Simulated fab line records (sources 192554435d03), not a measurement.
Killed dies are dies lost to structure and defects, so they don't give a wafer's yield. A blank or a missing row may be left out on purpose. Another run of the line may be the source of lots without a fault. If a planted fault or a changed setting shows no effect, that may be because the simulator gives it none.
Matching of chambers | flow n5_finfet | N5_HKMG_FIN_CVD_62 on thermal_cvd_si-01: 3 sister chambers
The step deposits a-Si from Si2H6, target thk 3 nm, time 20.8 s. 6 wafers are shown with their chamber, then 11 later ones without.

== EACH WAFER AND ITS CHAMBER ==
wafer  | chamber | heater_power_w (W) | susceptor_temp_C (C)
L086.1 | 1       | 1521               | 499.63
L086.5 | 2       | 1521               | 499.60
L088.2 | 0       | 1578               | 499.91
L088.4 | 0       | 1564               | 500.12
L088.6 | 1       | 1613               | 500.10
L090.2 | 2       | 1560               | 500.32

== WAFERS WITHOUT THEIR CHAMBER ==
wafer  | heater_power_w (W) | susceptor_temp_C (C)
L090.3 | 1591               | 500.12
L090.4 | 1504               | 499.75
L092.1 | 1526               | 499.97
L092.2 | 1582               | 499.84
L092.5 | 1579               | 500.20
L094.2 | 1611               | 499.82
L094.4 | 1584               | 500.18
L094.5 | 1564               | 500.07
L096.3 | 1615               | 500.08
L096.4 | 1560               | 499.87
L096.6 | 1592               | 499.73

== CHAMBER TAKEN BY EACH ==
wafer  | from the rows above          | in truth
L090.3 | can't be placed: 0 or 1 or 2 | 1
L090.4 | can't be placed: 2 or 1 or 0 | 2
L092.1 | can't be placed: 2 or 1 or 0 | 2
L092.2 | can't be placed: 1 or 0 or 2 | 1
L092.5 | can't be placed: 0 or 1 or 2 | 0
L094.2 | can't be placed: 1 or 0 or 2 | 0
L094.4 | can't be placed: 0 or 1 or 2 | 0
L094.5 | can't be placed: 0 or 1 or 2 | 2
L096.3 | can't be placed: 0 or 1 or 2 | 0
L096.4 | can't be placed: 1 or 0 or 2 | 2
L096.6 | can't be placed: 1 or 0 or 2 | 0
Correctly placed: 0 of 11. Unplaceable from these rows: 11, with the true chamber sitting among the candidates in 11. Number placed wrongly: 0.
How it was worked out, from the rows above alone: a wafer's distance from a chamber is the root of the sum, over the readings, of the square of ((its reading less the chamber's mean) divided by the reading's scatter). The wafer belongs to the nearest chamber; if the next one is less than 2 further off, it can't be placed. The mean given for a chamber averages the wafers shown for that chamber. How the scatter is found: for the shown wafers, subtract from each reading the mean of its chamber, square and add these, divide the total by (wafers less chambers), then take the root.
